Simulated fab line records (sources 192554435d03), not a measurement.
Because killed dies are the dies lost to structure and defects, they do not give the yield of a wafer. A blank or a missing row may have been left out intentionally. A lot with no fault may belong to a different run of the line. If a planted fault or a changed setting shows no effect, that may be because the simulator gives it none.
Which tool was responsible?	flow n5 finfet	19 lots with 57 wafers sampled at 6 steps, on a route of 1938 steps

== WHAT THE GAUGES SHOWED, per wafer ==
No reading from a measuring or inspecting step in the record can be judged against a usual standard deviation.

== EACH LOT AND THE TOOL THAT RAN IT (in order: tool; ch and the chambers of the sampled wafers; start) ==
lot	N5_SD_EPI_N_ETCH_45	N5_SD_EPI_N_ETCH_16	N5_SD_EPI_P_ETCH_16	N5_SDB_STRIP_21	N5_HKMG_FIN_HK_ANNEAL_02	N5_HKMG_FIN_ETCH_54
L075	rie diel-03 ch 0,1,2, day 3 12:46	rie diel-03 ch 0,1,2, day 3 12:52	rie diel-05 ch 0,2,3, day 3 17:13	rie diel-01 ch 0,1,2, day 4 05:42	rtp anneal-02 ch 0, day 4 10:35	rie diel-03 ch 0,2,3, day 4 11:17
L076	rie diel-01 ch 0,2,3, day 3 13:56	rie diel-01 ch 0,2,3, day 3 14:02	rie diel-06 ch 0,1,3, day 3 18:46	rie diel-04 ch 0,3, day 4 06:16	rtp anneal-01 ch 0, day 4 11:20	rie diel-03 ch 1,2,3, day 4 12:06
L077	rie diel-04 ch 1,2,3, day 3 22:36	rie diel-04 ch 1,2,3, day 3 22:42	rie diel-02 ch 1,3, day 4 04:32	rie diel-04 ch 1,3, day 4 16:20	rtp anneal-01 ch 0, day 4 21:08	rie diel-04 ch 0,1,3, day 4 21:59
L078	rie diel-04 ch 0,2,3, day 4 01:47	rie diel-04 ch 0,2,3, day 4 01:53	rie diel-05 ch 2,3, day 4 07:04	rie diel-01 ch 0,3, day 4 18:10	rtp anneal-01 ch 0, day 4 22:57	rie diel-04 ch 1,2,3, day 4 23:41
L079	rie diel-01 ch 0,1,2, day 4 07:34	rie diel-01 ch 0,1,2, day 4 07:40	rie diel-06 ch 0,2, day 4 12:05	rie diel-03 ch 0,2, day 4 22:59	rtp anneal-02 ch 0, day 5 04:04	rie diel-01 ch 2,3, day 5 04:50
L080	rie diel-01 ch 0,1,2, day 4 17:48	rie diel-01 ch 0,1,2, day 4 17:54	rie diel-05 ch 0,1,3, day 4 22:57	rie diel-03 ch 0,2,3, day 5 10:59	rtp anneal-01 ch 0, day 5 15:28	rie diel-03 ch 0,1,2, day 5 16:25
L081	rie diel-01 ch 0,2, day 4 19:20	rie diel-01 ch 0,2, day 4 19:26	rie diel-05 ch 0,2,3, day 5 00:00	rie diel-04 ch 0,2,3, day 5 11:19	rtp anneal-01 ch 0, day 5 16:19	rie diel-01 ch 1,3, day 5 17:02
L082	rie diel-04 ch 1,2,3, day 5 03:47	rie diel-04 ch 1,2,3, day 5 03:53	rie diel-06 ch 1,3, day 5 09:23	rie diel-01 ch 0,2,3, day 5 21:14	rtp anneal-02 ch 0, day 6 01:42	rie diel-04 ch 1,3, day 6 02:35
L083	rie diel-04 ch 0,2, day 5 07:22	rie diel-04 ch 0,2, day 5 07:28	rie diel-02 ch 0,1,2, day 5 11:46	rie diel-04 ch 0,1, day 5 23:26	rtp anneal-02 ch 0, day 6 03:58	rie diel-03 ch 0,1,3, day 6 04:52
L085	rie diel-01 ch 0,1,3, day 5 21:58	rie diel-01 ch 0,1,3, day 5 22:04	rie diel-05 ch 1,2,3, day 6 03:07	rie diel-03 ch 0,3, day 6 15:07	rtp anneal-01 ch 0, day 6 20:06	rie diel-04 ch 0,1,3, day 6 21:23
L086	rie diel-04 ch 0,1,2, day 6 03:51	rie diel-04 ch 0,1,2, day 6 03:57	rie diel-05 ch 1,2, day 6 09:08	rie diel-03 ch 0,2,3, day 6 21:44	rtp anneal-01 ch 0, day 7 02:16	rie diel-03 ch 0,2, day 7 03:01
L087	rie diel-01 ch 0,1,3, day 6 07:58	rie diel-01 ch 0,1,3, day 6 08:04	rie diel-02 ch 0,3, day 6 13:13	rie diel-01 ch 0,1,3, day 7 01:27	rtp anneal-02 ch 0, day 7 07:28	rie diel-01 ch 0,1,3, day 7 08:23
L089	rie diel-01 ch 0,1, day 6 20:20	rie diel-01 ch 0,1, day 6 20:26	rie diel-06 ch 1,2, day 7 01:29	rie diel-01 ch 0,1,3, day 7 14:16	rtp anneal-02 ch 0, day 7 18:45	rie diel-01 ch 0,3, day 7 19:56
L090	rie diel-01 ch 0,1,3, day 7 00:32	rie diel-01 ch 0,1,3, day 7 00:37	rie diel-06 ch 0,1, day 7 06:11	rie diel-01 ch 2,3, day 7 17:19	rtp anneal-01 ch 0, day 7 22:07	rie diel-04 ch 0,2,3, day 7 23:27
L091	rie diel-04 ch 0,2,3, day 7 07:02	rie diel-04 ch 0,2,3, day 7 07:08	rie diel-05 ch 0,1,3, day 7 11:35	rie diel-04 ch 2,3, day 7 22:53	rtp anneal-01 ch 0, day 8 03:53	rie diel-04 ch 0,1, day 8 04:46
L092	rie diel-04 ch 0,1,2, day 7 12:46	rie diel-04 ch 0,1,2, day 7 12:52	rie diel-02 ch 1,3, day 7 17:58	rie diel-01 ch 1,2, day 8 05:05	rtp anneal-02 ch 0, day 8 10:16	rie diel-03 ch 1,2,3, day 8 11:08
L093	rie diel-01 ch 2,3, day 7 19:14	rie diel-01 ch 2,3, day 7 19:20	rie diel-02 ch 0,1, day 8 00:31	rie diel-03 ch 2,3, day 8 13:46	rtp anneal-01 ch 0, day 8 18:17	rie diel-03 ch 0,3, day 8 19:10
L096	rie diel-01 ch 1,2, day 8 13:23	rie diel-01 ch 1,2, day 8 13:29	rie diel-06 ch 0,1,3, day 8 17:56	rie diel-03 ch 0,1, day 9 06:19	rtp anneal-01 ch 0, day 9 11:38	rie diel-03 ch 0,3, day 9 13:19
L097	rie diel-01 ch 1,2,3, day 8 20:14	rie diel-01 ch 1,2,3, day 8 20:20	rie diel-06 ch 1,2,3, day 9 01:01	rie diel-03 ch 0,2,3, day 9 12:20	rtp anneal-02 ch 0, day 9 17:25	rie diel-03 ch 1,2,3, day 9 18:52
- N5_SD_EPI_N_ETCH_45: etches SiOCN in CH3F/O2, target depth 6 nm.
- N5_SD_EPI_N_ETCH_16: etches SiO2 in CHF3/O2, target depth 5 nm.
- N5_SD_EPI_P_ETCH_16: etches SiO2 in CHF3/O2, target depth 5 nm.
- N5_SDB_STRIP_21: strips in CF4.
- N5_HKMG_FIN_HK_ANNEAL_02: time 30 s.
- N5_HKMG_FIN_ETCH_54: etches SiARC in CF4, target depth 45.5 nm, time 75.8 s.

== WHAT THE TOOLS THEMSELVES READ (means of the sampled wafers that have a number; where no wafer has one, the mark that the record gives instead) ==
N5_SD_EPI_N_ETCH_45.
lot	tool	drypump motor current A (A)	oes product au (a.u.)	rf vpp V (V)	showerhead plenum p Torr (Torr)	throttle valve pct (%)
L075	rie diel-03	5.8	0.86	127.7	2.05	23.24
L076	rie diel-01	5.8	0.79	127.5	2.01	23.41
L077	rie diel-04	5.3	0.78	127.6	2.00	23.40
L078	rie diel-04	5.2	0.87	127.9	2.07	23.34
L079	rie diel-01	5.7	0.77	126.1	1.95	23.42
L080	rie diel-01	5.7	0.77	127.1	1.95	23.43
L081	rie diel-01	5.5	0.76	127.1	1.95	23.58
L082	rie diel-04	5.3	0.85	127.5	2.00	23.28
L083	rie diel-04	5.4	0.91	128.1	2.14	23.34
L085	rie diel-01	6.0	0.78	127.1	2.01	23.30
L086	rie diel-04	5.5	0.90	128.4	2.07	23.29
L087	rie diel-01	6.0	0.79	126.7	2.01	23.31
L089	rie diel-01	6.0	0.76	126.9	1.96	23.31
L090	rie diel-01	6.0	0.77	127.2	2.01	23.32
L091	rie diel-04	5.2	0.82	127.6	2.06	23.37
L092	rie diel-04	5.5	0.88	127.6	2.07	23.31
L093	rie diel-01	5.3	0.91	127.9	2.11	23.39
L096	rie diel-01	5.5	0.80	126.5	1.98	23.37
L097	rie diel-01	5.5	0.80	127.9	2.03	23.37

N5_SD_EPI_N_ETCH_16.
lot	tool	drypump motor current A (A)	oes_f_703_au (a.u.)	oes product au (a.u.)	rf vpp V (V)	showerhead plenum p Torr (Torr)	throttle valve pct (%)
L075	rie diel-03	5.8	0.84	0.85	532	2.47	18.82
L076	rie diel-01	5.7	0.79	0.79	534	2.43	18.94
L077	rie diel-04	5.3	0.78	0.77	519	2.42	18.95
L078	rie diel-04	5.2	0.86	0.87	525	2.49	18.85
L079	rie diel-01	5.8	0.78	0.77	519	2.36	18.92
L080	rie diel-01	5.8	0.79	0.77	520	2.36	18.92
L081	rie diel-01	5.5	0.76	0.76	517	2.35	19.08
L082	rie diel-04	5.3	0.87	0.86	520	2.42	18.83
L083	rie diel-04	5.4	0.88	0.90	529	2.57	18.84
L085	rie diel-01	6.0	0.79	0.79	534	2.43	18.81
L086	rie diel-04	5.5	0.89	0.91	523	2.50	18.81
L087	rie diel-01	6.0	0.78	0.78	535	2.43	18.81
L089	rie diel-01	6.0	0.78	0.76	520	2.36	18.80
L090	rie diel-01	6.0	0.77	0.77	534	2.42	18.82
L091	rie diel-04	5.2	0.81	0.82	525	2.48	18.89
L092	rie diel-04	5.5	0.87	0.88	522	2.50	18.83
L093	rie diel-01	5.3	0.89	0.91	534	2.54	18.90
L096	rie diel-01	5.5	0.81	0.80	518	2.39	18.86
L097	rie diel-01	5.5	0.80	0.80	534	2.45	18.89

N5_SD_EPI_P_ETCH_16.
lot	tool	drypump motor current A (A)	oes_f_703_au (a.u.)	oes product au (a.u.)	rf vpp V (V)	showerhead plenum p Torr (Torr)	throttle valve pct (%)
L075	rie diel-05	5.4	0.89	0.90	532	2.48	18.67
L076	rie diel-06	5.4	0.75	0.73	507	2.37	18.80
L077	rie diel-02	5.6	0.79	0.77	504	2.46	18.78
L078	rie diel-05	5.2	0.89	0.90	535	2.48	18.66
L079	rie diel-06	5.5	0.75	0.74	524	2.49	18.83
L080	rie diel-05	5.7	0.91	0.91	525	2.46	18.77
L081	rie diel-05	5.4	0.88	0.88	533	2.48	18.68
L082	rie diel-06	5.1	0.75	0.74	495	2.34	18.84
L083	rie diel-02	5.6	0.77	0.77	513	2.38	18.83
L085	rie diel-05	5.4	0.89	0.89	526	2.49	18.77
L086	rie diel-05	5.3	0.88	0.88	528	2.52	18.76
L087	rie diel-02	5.2	0.76	0.76	530	2.46	18.94
L089	rie diel-06	5.2	0.83	0.78	506	2.48	18.80
L090	rie diel-06	5.3	0.87	0.86	518	2.43	18.74
L091	rie diel-05	5.7	0.88	0.86	524	2.45	18.80
L092	rie diel-02	5.8	0.78	0.77	499	2.39	18.74
L093	rie diel-02	5.3	0.76	0.76	526	2.39	18.87
L096	rie diel-06	5.4	0.81	0.80	508	2.36	18.75
L097	rie diel-06	5.3	0.79	0.76	500	2.38	18.78

N5_SDB_STRIP_21.
lot	tool	drypump motor current A (A)	oes product au (a.u.)	rf vpp V (V)	showerhead plenum p Torr (Torr)	throttle valve pct (%)
L075	rie diel-01	5.8	0.77	270.4	1.76	13.61
L076	rie diel-04	5.4	0.87	272.7	1.86	13.54
L077	rie diel-04	5.6	0.90	269.4	1.74	13.36
L078	rie diel-01	6.0	0.79	272.2	1.85	13.44
L079	rie diel-03	6.1	0.77	270.6	1.78	13.61
L080	rie diel-03	5.9	0.74	272.3	1.83	13.82
L081	rie diel-04	5.2	0.82	272.5	1.85	13.50
L082	rie diel-01	5.8	0.76	271.2	1.80	13.64
L083	rie diel-04	5.7	0.92	270.7	1.80	13.33
L085	rie diel-03	6.0	0.72	272.6	1.87	13.96
L086	rie diel-03	6.0	0.74	271.8	1.82	13.84
L087	rie diel-01	6.0	0.76	271.0	1.80	13.49
L089	rie diel-01	6.0	0.76	271.4	1.80	13.49
L090	rie diel-01	5.2	0.90	273.0	1.90	13.57
L091	rie diel-04	5.0	0.74	270.9	1.78	13.60
L092	rie diel-01	5.3	0.87	272.4	1.86	13.57
L093	rie diel-03	5.9	0.74	270.7	1.77	13.76
L096	rie diel-03	5.6	0.80	273.3	1.90	13.59
L097	rie diel-03	6.0	0.71	271.8	1.82	13.90

N5_HKMG_FIN_HK_ANNEAL_02.
lot	tool	lamp power pct (%)	lamp_zone_7_pct (%)	wafer_temp_C_max
L075	rtp anneal-02	8.77	9.194	702.9
L076	rtp anneal-01	8.85	9.205	702.1
L077	rtp anneal-01	8.74	9.193	702.9
L078	rtp anneal-01	8.80	9.192	702.8
L079	rtp anneal-02	8.83	9.196	702.6
L080	rtp anneal-01	8.84	9.203	702.6
L081	rtp anneal-01	8.83	9.203	703.4
L082	rtp anneal-02	8.78	9.193	702.8
L083	rtp anneal-02	8.77	9.192	703.2
L085	rtp anneal-01	8.86	9.197	703.5
L086	rtp anneal-01	8.79	9.188	703.0
L087	rtp anneal-02	8.80	9.193	702.5
L089	rtp anneal-02	8.83	9.201	702.7
L090	rtp anneal-01	8.83	9.190	702.5
L091	rtp anneal-01	8.82	9.189	702.6
L092	rtp anneal-02	8.82	9.182	702.8
L093	rtp anneal-01	8.77	9.186	702.7
L096	rtp anneal-01	8.72	9.182	703.0
L097	rtp anneal-02	8.84	9.206	703.0

N5_HKMG_FIN_ETCH_54.
lot	tool	drypump motor current A (A)	etch rf on time s (s)	oes product au (a.u.)	rf vpp V (V)	showerhead plenum p Torr (Torr)	throttle valve pct (%)
L075	rie diel-03	6.0	76.3	0.65	185.6	2.18	15.81
L076	rie diel-03	5.6	73.7	0.71	184.9	2.20	15.66
L077	rie diel-04	5.5	74.7	0.76	184.1	2.15	15.54
L078	rie diel-04	5.3	72.7	0.74	184.1	2.14	15.46
L079	rie diel-01	5.5	76.2	0.63	185.5	2.16	15.75
L080	rie diel-03	5.8	73.6	0.71	184.4	2.19	15.60
L081	rie diel-01	5.8	76.7	0.63	183.2	2.11	15.57
L082	rie diel-04	5.6	75.0	0.74	182.8	2.08	15.48
L083	rie diel-03	5.7	74.7	0.67	185.5	2.25	15.79
L085	rie diel-04	5.5	75.3	0.72	184.7	2.15	15.58
L086	rie diel-03	6.2	76.5	0.64	184.7	2.17	15.76
L087	rie diel-01	6.0	75.6	0.65	183.6	2.15	15.53
L089	rie diel-01	6.0	75.8	0.65	184.8	2.20	15.55
L090	rie diel-04	5.2	72.5	0.70	184.4	2.20	15.60
L091	rie diel-04	5.6	76.7	0.74	183.9	2.21	15.55
L092	rie diel-03	5.6	73.7	0.68	184.5	2.19	15.73
L093	rie diel-03	5.8	78.2	0.59	185.3	2.22	16.09
L096	rie diel-03	5.8	77.9	0.58	185.1	2.22	16.11
L097	rie diel-03	5.6	73.0	0.66	184.0	2.18	15.76

== THE ANSWER, worked out from the rows above alone ==
Rule: the lots themselves supply what counts as usual. Put in order of their means at a reading, lots are off if they are a third of the lots or fewer, leave a main group of 4 or more, and stand apart from it by a gap of 3 or more times the standard deviation of the main group's means; of several such gaps the widest counts. The tables above print the reading to a certain number of digits; a main group whose means all agree to those digits is not used. Also off: a lot with no number at a reading for which 4 or more lots have one. The other lots that the step has rows for count as sound. After the gauges, taken in route order, come the tools' own readings; for these a lot's mean is taken, as printed above. At the first step where some lot is off, the reading lying furthest off is the one used; lots without a number count as furthest.
No lot is off at any reading shown: from this, nothing can be told.

== WHAT THE SIMULATOR HAD PUT IN ==
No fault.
